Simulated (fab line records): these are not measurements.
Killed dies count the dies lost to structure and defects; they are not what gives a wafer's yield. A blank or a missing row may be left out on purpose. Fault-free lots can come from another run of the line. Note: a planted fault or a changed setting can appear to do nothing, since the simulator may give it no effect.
Which of the tools did it?	flow n5Finfet	14 lots with 37 wafers sampled at 4 steps, on a route of 1938 steps

WHAT THE GAUGES SHOWED, per wafer
N5_PASSIVATION_OVL_MEAS_63. Usual: PAD_OVL typically reads 1 nm, with standard deviation 6.3.
lot	measured	on	PAD_OVL (nm)	flag
L176	day 13 03:15	overlay-01	-1 -4 -2	
L177	day 13 02:27	overlay-02	3 -5 -4	
L178	day 13 07:06	overlay-02	-3 2 -3	
L179	day 13 06:38	overlay-01	4 8	
L180	day 14 08:17	overlay-02	9 7	
L181	day 14 00:24	overlay-02	4 -2	
L182	day 14 02:44	overlay-02	0 -4	
L183	day 15 03:03	overlay-01	-6 3 1	
L184	day 15 03:23	overlay-01	4 4 -1	
L187	day 15 06:27	overlay-01	-2 2	
L188	day 17 00:10	overlay-02	13 13 11	
L192	day 17 13:50	overlay-01	-2 -3 -10	
L196	day 18 15:41	overlay-01	1 -2 0	
L197	day 19 05:44	overlay-01	4 9 5	

EACH LOT AND THE TOOL THAT RAN IT (in order: tool; ch and the chambers of the sampled wafers; start)
lot	N5_HKMG_FIN_ALD_72	N5_MIM_BOT_ETCH_ETCH_00	N5_PASSIVATION_PRE_CLEAN_19
L176	cvdW-02 ch 1, day 4 12:26	rieMetal-02 ch 0,1, day 13 00:08	pvdSputter-01, day 13 02:29
L177	cvdW-01 ch 0,1, day 4 20:00	rieMetal-02 ch 0,1, day 12 23:13	pvdSputter-02, day 13 01:40
L178	cvdW-01 ch 0,1, day 5 01:13	rieMetal-03 ch 0,1, day 13 03:55	pvdSputter-02, day 13 06:28
L179	cvdW-02 ch 0,1, day 5 06:46	rieMetal-01 ch 1, day 13 03:43	pvdSputter-03, day 13 05:59
L180	cvdW-01 ch 0,1, day 5 12:45	rieMetal-01 ch 0,1, day 14 04:10	pvdSputter-01, day 14 07:31
L181	cvdW-02 ch 0, day 5 17:59	rieMetal-02 ch 0,1, day 13 20:55	pvdSputter-03, day 13 23:38
L182	cvdW-02 ch 0,1, day 6 04:38	rieMetal-02 ch 1, day 13 23:17	pvdSputter-03, day 14 02:05
L183	cvdW-01 ch 0,1, day 6 10:40	rieMetal-02 ch 0,1, day 14 21:22	pvdSputter-01, day 15 02:25
L184	cvdW-01 ch 0,1, day 6 13:47	rieMetal-03 ch 0,1, day 14 20:28	pvdSputter-01, day 15 02:45
L187	cvdW-02 ch 0,1, day 7 06:04	rieMetal-01 ch 0,1, day 15 03:21	pvdSputter-01, day 15 05:49
L188	cvdW-01 ch 0,1, day 7 13:32	rieMetal-02 ch 0,1, day 16 19:16	pvdSputter-02, day 16 23:23
L192	cvdW-01 ch 0,1, day 8 12:13	rieMetal-02 ch 0,1, day 17 08:33	pvdSputter-01, day 17 13:12
L196	cvdW-01 ch 0,1, day 9 17:49	rieMetal-03 ch 0,1, day 18 12:53	pvdSputter-02, day 18 15:02
L197	cvdW-01 ch 0,1, day 9 18:16	rieMetal-03 ch 0,1, day 19 02:08	pvdSputter-03, day 19 04:58
- N5_HKMG_FIN_ALD_72: deposits W, target thk 2 nm, pulse time 1 s, purge time 2 s.
- N5_MIM_BOT_ETCH_ETCH_00: etches TiN in Cl2/BCl3, target depth 45.5 nm.
- N5_PASSIVATION_PRE_CLEAN_19

WHAT THE TOOLS THEMSELVES READ (means of the sampled wafers that have a number; where no wafer has one, the mark that the record gives instead)
N5_HKMG_FIN_ALD_72. Usual: heaterPowerW 505 W, standard deviation 59; precursorPulseHeightRel 0.998, standard deviation 0.022.
lot	tool	heaterPowerW (W)	precursorPulseHeightRel	flag
L176	cvdW-02	590	1.017	
L177	cvdW-01	465	0.999	
L178	cvdW-01	457	0.983	
L179	cvdW-02	534	1.008	
L180	cvdW-01	459	1.010	
L181	cvdW-02	482	1.031	
L182	cvdW-02	534	0.990	
L183	cvdW-01	465	0.999	
L184	cvdW-01	471	0.998	
L187	cvdW-02	532	1.020	
L188	cvdW-01	473	1.008	
L192	cvdW-01	468	1.004	
L196	cvdW-01	450	1.005	
L197	cvdW-01	468	0.996	

N5_MIM_BOT_ETCH_ETCH_00. Usual: drypumpMotorCurrentA 5.3 A, standard deviation 0.57; oesProductAu 0.77 a.u., standard deviation 0.074; throttleValvePct 21.99 %, standard deviation 0.13.
lot	tool	drypumpMotorCurrentA (A)	oesProductAu (a.u.)	throttleValvePct (%)	flag
L176	rieMetal-02	5.4	0.85	21.88	
L177	rieMetal-02	5.4	0.85	21.88	
L178	rieMetal-03	5.3	0.76	21.99	
L179	rieMetal-01	4.9	0.80	21.96	
L180	rieMetal-01	5.6	0.76	22.04	
L181	rieMetal-02	5.2	0.80	21.91	
L182	rieMetal-02	4.7	0.70	22.03	
L183	rieMetal-02	5.4	0.82	21.89	
L184	rieMetal-03	5.3	0.75	22.01	
L187	rieMetal-01	5.5	0.74	22.05	
L188	rieMetal-02	5.4	0.80	21.90	
L192	rieMetal-02	5.4	0.79	21.91	
L196	rieMetal-03	5.1	0.71	22.14	
L197	rieMetal-03	5.1	0.71	22.14	

N5_PASSIVATION_PRE_CLEAN_19. Usual: heaterPowerW reads 461 W (standard deviation 46).
lot	tool	heaterPowerW (W)	flag
L176	pvdSputter-01	459	
L177	pvdSputter-02	462	
L178	pvdSputter-02	487	
L179	pvdSputter-03	446	
L180	pvdSputter-01	427	
L181	pvdSputter-03	414	
L182	pvdSputter-03	494	
L183	pvdSputter-01	451	
L184	pvdSputter-01	487	
L187	pvdSputter-01	470	
L188	pvdSputter-02	456	
L192	pvdSputter-01	452	
L196	pvdSputter-02	485	
L197	pvdSputter-03	473	

THE ANSWER, worked out from the rows above alone
Rule: lot off if the mean of its wafers having a number is beyond 3 standard deviations from the usual mean. Also off: a lot with no number at a reading for which 4 or more lots have one. Any other lot the step has rows for is counted as sound. After the gauges, taken in route order, come the tools' own readings; for these a lot's mean is taken, as printed above. The first step at which some lot is off is used, and at that step the reading that is off furthest; a lot without a number counts as furthest.
None of the lots is off at any reading shown; this tells nothing.

WHAT THE SIMULATOR HAD INSERTED
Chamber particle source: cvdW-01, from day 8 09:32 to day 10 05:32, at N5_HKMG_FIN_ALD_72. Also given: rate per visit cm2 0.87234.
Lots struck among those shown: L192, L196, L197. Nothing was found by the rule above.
